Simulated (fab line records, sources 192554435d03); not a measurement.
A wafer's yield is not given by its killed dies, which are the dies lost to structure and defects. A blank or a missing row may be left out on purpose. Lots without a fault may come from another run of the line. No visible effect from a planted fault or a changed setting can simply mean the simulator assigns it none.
Matching of chambers / flow n5_finfet / N5_MOL_CONTACT_COAG_ALD_133 on ald_sin-04 has 4 sister chambers
The step deposits SiO2, target thk 5 nm, pulse time 1 s, co reactant pulse time 1 s. 8 wafers are shown with their chamber, then 7 later ones without.

## WAFERS WITH THEIR CHAMBER
wafer=L075.4; chamber=2; heater_power_w (W)=78; precursor_pulse_height_rel=0.998
wafer=L075.5; chamber=0; heater_power_w (W)=76; precursor_pulse_height_rel=1.001
wafer=L079.4; chamber=0; heater_power_w (W)=78; precursor_pulse_height_rel=1.001
wafer=L079.6; chamber=3; heater_power_w (W)=90; precursor_pulse_height_rel=0.998
wafer=L086.1; chamber=3; heater_power_w (W)=93; precursor_pulse_height_rel=1.011
wafer=L086.5; chamber=1; heater_power_w (W)=82; precursor_pulse_height_rel=0.978
wafer=L087.1; chamber=1; heater_power_w (W)=83; precursor_pulse_height_rel=1.039
wafer=L087.5; chamber=2; heater_power_w (W)=79; precursor_pulse_height_rel=1.013

## WAFERS WITHOUT THEIR CHAMBER
wafer=L087.6; heater_power_w (W)=83; precursor_pulse_height_rel=0.985
wafer=L088.1; heater_power_w (W)=84; precursor_pulse_height_rel=0.995
wafer=L088.2; heater_power_w (W)=77; precursor_pulse_height_rel=0.984
wafer=L088.5; heater_power_w (W)=77; precursor_pulse_height_rel=0.984
wafer=L090.1; heater_power_w (W)=78; precursor_pulse_height_rel=1.006
wafer=L090.4; heater_power_w (W)=85; precursor_pulse_height_rel=1.013
wafer=L090.5; heater_power_w (W)=76; precursor_pulse_height_rel=1.013

## WHICH CHAMBER EACH WENT THROUGH
wafer=L087.6; from the rows above=1; in truth=1
wafer=L088.1; from the rows above=1; in truth=1
wafer=L088.2; from the rows above=can't be placed: 0 or 2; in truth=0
wafer=L088.5; from the rows above=can't be placed: 0 or 2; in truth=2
wafer=L090.1; from the rows above=can't be placed: 2 or 0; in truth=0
wafer=L090.4; from the rows above=1; in truth=1
wafer=L090.5; from the rows above=can't be placed: 0 or 2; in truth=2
Correct placement for 3 of the 7. Cannot be placed on the basis of these rows: 4; the candidates contain the true chamber in 4. 0 placed wrongly.
How it was worked out, from the rows above alone: a wafer's distance from a chamber is the root of the sum, over the readings, of the square of ((its reading less the chamber's mean) divided by the reading's scatter). The wafer belongs to the nearest chamber; if the next one is less than 2 further off, it can't be placed. A chamber's mean is the mean of its shown wafers. The scatter: take each reading less its chamber's mean, square it, sum over the shown wafers, divide by the number of wafers less the number of chambers, and take the root.
